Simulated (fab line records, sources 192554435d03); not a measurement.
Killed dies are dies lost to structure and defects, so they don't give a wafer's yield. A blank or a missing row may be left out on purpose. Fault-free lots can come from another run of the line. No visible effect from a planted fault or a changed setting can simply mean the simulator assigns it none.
Chamber matching || flow n5-finfet || N5_BEOL_M2_STRIP_19 on rie-diel-03: 4 sister chambers
The step strips in O2. 27 wafers are shown with their chamber, then 12 later ones without.

EACH WAFER AND ITS CHAMBER
{"wafer": "L074.1", "chamber": 3, "showerhead-plenum-p-Torr (Torr)": 2.03, "drypump-motor-current-A (A)": 5.7, "throttle-valve-pct (%)": 16.40}
{"wafer": "L074.2", "chamber": 0, "showerhead-plenum-p-Torr (Torr)": 2.19, "drypump-motor-current-A (A)": 5.2, "throttle-valve-pct (%)": 16.61}
{"wafer": "L074.3", "chamber": 2, "showerhead-plenum-p-Torr (Torr)": 2.05, "drypump-motor-current-A (A)": 5.6, "throttle-valve-pct (%)": 16.77}
{"wafer": "L074.4", "chamber": 1, "showerhead-plenum-p-Torr (Torr)": 2.10, "drypump-motor-current-A (A)": 6.2, "throttle-valve-pct (%)": 16.22}
{"wafer": "L074.5", "chamber": 2, "showerhead-plenum-p-Torr (Torr)": 2.05, "drypump-motor-current-A (A)": 5.7, "throttle-valve-pct (%)": 16.78}
{"wafer": "L074.6", "chamber": 1, "showerhead-plenum-p-Torr (Torr)": 2.10, "drypump-motor-current-A (A)": 6.3, "throttle-valve-pct (%)": 16.22}
{"wafer": "L076.2", "chamber": 3, "showerhead-plenum-p-Torr (Torr)": 2.03, "drypump-motor-current-A (A)": 5.7, "throttle-valve-pct (%)": 16.40}
{"wafer": "L076.3", "chamber": 1, "showerhead-plenum-p-Torr (Torr)": 2.10, "drypump-motor-current-A (A)": 6.2, "throttle-valve-pct (%)": 16.23}
{"wafer": "L076.6", "chamber": 1, "showerhead-plenum-p-Torr (Torr)": 2.10, "drypump-motor-current-A (A)": 6.3, "throttle-valve-pct (%)": 16.23}
{"wafer": "L077.1", "chamber": 3, "showerhead-plenum-p-Torr (Torr)": 2.03, "drypump-motor-current-A (A)": 5.7, "throttle-valve-pct (%)": 16.40}
{"wafer": "L077.2", "chamber": 0, "showerhead-plenum-p-Torr (Torr)": 2.19, "drypump-motor-current-A (A)": 5.2, "throttle-valve-pct (%)": 16.63}
{"wafer": "L077.3", "chamber": 1, "showerhead-plenum-p-Torr (Torr)": 2.10, "drypump-motor-current-A (A)": 6.2, "throttle-valve-pct (%)": 16.23}
{"wafer": "L077.4", "chamber": 2, "showerhead-plenum-p-Torr (Torr)": 2.05, "drypump-motor-current-A (A)": 5.6, "throttle-valve-pct (%)": 16.77}
{"wafer": "L077.5", "chamber": 1, "showerhead-plenum-p-Torr (Torr)": 2.10, "drypump-motor-current-A (A)": 6.3, "throttle-valve-pct (%)": 16.23}
{"wafer": "L077.6", "chamber": 2, "showerhead-plenum-p-Torr (Torr)": 2.05, "drypump-motor-current-A (A)": 5.6, "throttle-valve-pct (%)": 16.79}
{"wafer": "L079.2", "chamber": 3, "showerhead-plenum-p-Torr (Torr)": 2.02, "drypump-motor-current-A (A)": 5.7, "throttle-valve-pct (%)": 16.42}
{"wafer": "L079.3", "chamber": 2, "showerhead-plenum-p-Torr (Torr)": 2.05, "drypump-motor-current-A (A)": 5.6, "throttle-valve-pct (%)": 16.79}
{"wafer": "L079.5", "chamber": 3, "showerhead-plenum-p-Torr (Torr)": 2.02, "drypump-motor-current-A (A)": 5.7, "throttle-valve-pct (%)": 16.44}
{"wafer": "L085.3", "chamber": 3, "showerhead-plenum-p-Torr (Torr)": 2.02, "drypump-motor-current-A (A)": 5.7, "throttle-valve-pct (%)": 16.46}
{"wafer": "L085.5", "chamber": 1, "showerhead-plenum-p-Torr (Torr)": 2.09, "drypump-motor-current-A (A)": 6.3, "throttle-valve-pct (%)": 16.27}
{"wafer": "L085.6", "chamber": 2, "showerhead-plenum-p-Torr (Torr)": 2.04, "drypump-motor-current-A (A)": 5.6, "throttle-valve-pct (%)": 16.84}
{"wafer": "L088.3", "chamber": 0, "showerhead-plenum-p-Torr (Torr)": 2.18, "drypump-motor-current-A (A)": 5.1, "throttle-valve-pct (%)": 16.70}
{"wafer": "L088.5", "chamber": 3, "showerhead-plenum-p-Torr (Torr)": 2.01, "drypump-motor-current-A (A)": 5.8, "throttle-valve-pct (%)": 16.49}
{"wafer": "L088.6", "chamber": 2, "showerhead-plenum-p-Torr (Torr)": 2.04, "drypump-motor-current-A (A)": 5.6, "throttle-valve-pct (%)": 16.84}
{"wafer": "L092.2", "chamber": 3, "showerhead-plenum-p-Torr (Torr)": 2.01, "drypump-motor-current-A (A)": 5.7, "throttle-valve-pct (%)": 16.49}
{"wafer": "L092.3", "chamber": 1, "showerhead-plenum-p-Torr (Torr)": 2.08, "drypump-motor-current-A (A)": 6.3, "throttle-valve-pct (%)": 16.29}
{"wafer": "L092.6", "chamber": 2, "showerhead-plenum-p-Torr (Torr)": 2.04, "drypump-motor-current-A (A)": 5.6, "throttle-valve-pct (%)": 16.84}

SIGNATURES, as means of the wafers listed above
{"reading": "showerhead-plenum-p-Torr", "chamber 0": 2.1867, "chamber 1": 2.0962, "chamber 2": 2.0462, "chamber 3": 2.0212, "scatter within a chamber": 0.00701}
{"reading": "drypump-motor-current-A", "chamber 0": 5.167, "chamber 1": 6.263, "chamber 2": 5.612, "chamber 3": 5.713, "scatter within a chamber": 0.0432}
{"reading": "throttle-valve-pct", "chamber 0": 16.6467, "chamber 1": 16.2400, "chamber 2": 16.8025, "chamber 3": 16.4375, "scatter within a chamber": 0.0341}
Rule: distance of a wafer from a chamber = root of the sum over the readings of ((wafer's reading minus chamber's mean) / reading's scatter) squared. The wafer belongs to the nearest chamber; if the next one is less than 2 further off, it can't be placed. The scatter: the root of (the sum of the squares of (reading less its chamber's mean) over the shown wafers, divided by (wafers less chambers)).

WAFERS WHOSE CHAMBER IS MISSING
{"wafer": "L095.1", "showerhead-plenum-p-Torr (Torr)": 2.01, "drypump-motor-current-A (A)": 5.7, "throttle-valve-pct (%)": 16.49}
{"wafer": "L095.2", "showerhead-plenum-p-Torr (Torr)": 2.04, "drypump-motor-current-A (A)": 5.6, "throttle-valve-pct (%)": 16.88}
{"wafer": "L095.3", "showerhead-plenum-p-Torr (Torr)": 2.17, "drypump-motor-current-A (A)": 5.1, "throttle-valve-pct (%)": 16.72}
{"wafer": "L095.4", "showerhead-plenum-p-Torr (Torr)": 2.08, "drypump-motor-current-A (A)": 6.3, "throttle-valve-pct (%)": 16.33}
{"wafer": "L095.5", "showerhead-plenum-p-Torr (Torr)": 2.17, "drypump-motor-current-A (A)": 5.2, "throttle-valve-pct (%)": 16.71}
{"wafer": "L095.6", "showerhead-plenum-p-Torr (Torr)": 2.08, "drypump-motor-current-A (A)": 6.3, "throttle-valve-pct (%)": 16.31}
{"wafer": "L097.1", "showerhead-plenum-p-Torr (Torr)": 2.17, "drypump-motor-current-A (A)": 5.2, "throttle-valve-pct (%)": 16.71}
{"wafer": "L097.2", "showerhead-plenum-p-Torr (Torr)": 2.04, "drypump-motor-current-A (A)": 5.6, "throttle-valve-pct (%)": 16.87}
{"wafer": "L097.3", "showerhead-plenum-p-Torr (Torr)": 2.01, "drypump-motor-current-A (A)": 5.7, "throttle-valve-pct (%)": 16.50}
{"wafer": "L097.4", "showerhead-plenum-p-Torr (Torr)": 2.04, "drypump-motor-current-A (A)": 5.6, "throttle-valve-pct (%)": 16.88}
{"wafer": "L097.5", "showerhead-plenum-p-Torr (Torr)": 2.17, "drypump-motor-current-A (A)": 5.2, "throttle-valve-pct (%)": 16.72}
{"wafer": "L097.6", "showerhead-plenum-p-Torr (Torr)": 2.01, "drypump-motor-current-A (A)": 5.7, "throttle-valve-pct (%)": 16.50}

WHICH CHAMBER EACH WENT THROUGH
{"wafer": "L095.1", "from the rows above": 3, "in truth": 3}
{"wafer": "L095.2", "from the rows above": 2, "in truth": 2}
{"wafer": "L095.3", "from the rows above": 0, "in truth": 0}
{"wafer": "L095.4", "from the rows above": 1, "in truth": 1}
{"wafer": "L095.5", "from the rows above": 0, "in truth": 0}
{"wafer": "L095.6", "from the rows above": 1, "in truth": 1}
{"wafer": "L097.1", "from the rows above": 0, "in truth": 0}
{"wafer": "L097.2", "from the rows above": 2, "in truth": 2}
{"wafer": "L097.3", "from the rows above": 3, "in truth": 3}
{"wafer": "L097.4", "from the rows above": 2, "in truth": 2}
{"wafer": "L097.5", "from the rows above": 0, "in truth": 0}
{"wafer": "L097.6", "from the rows above": 3, "in truth": 3}
12 of 12 placed correctly. Number that these rows cannot place: 0. Number placed wrongly: 0.
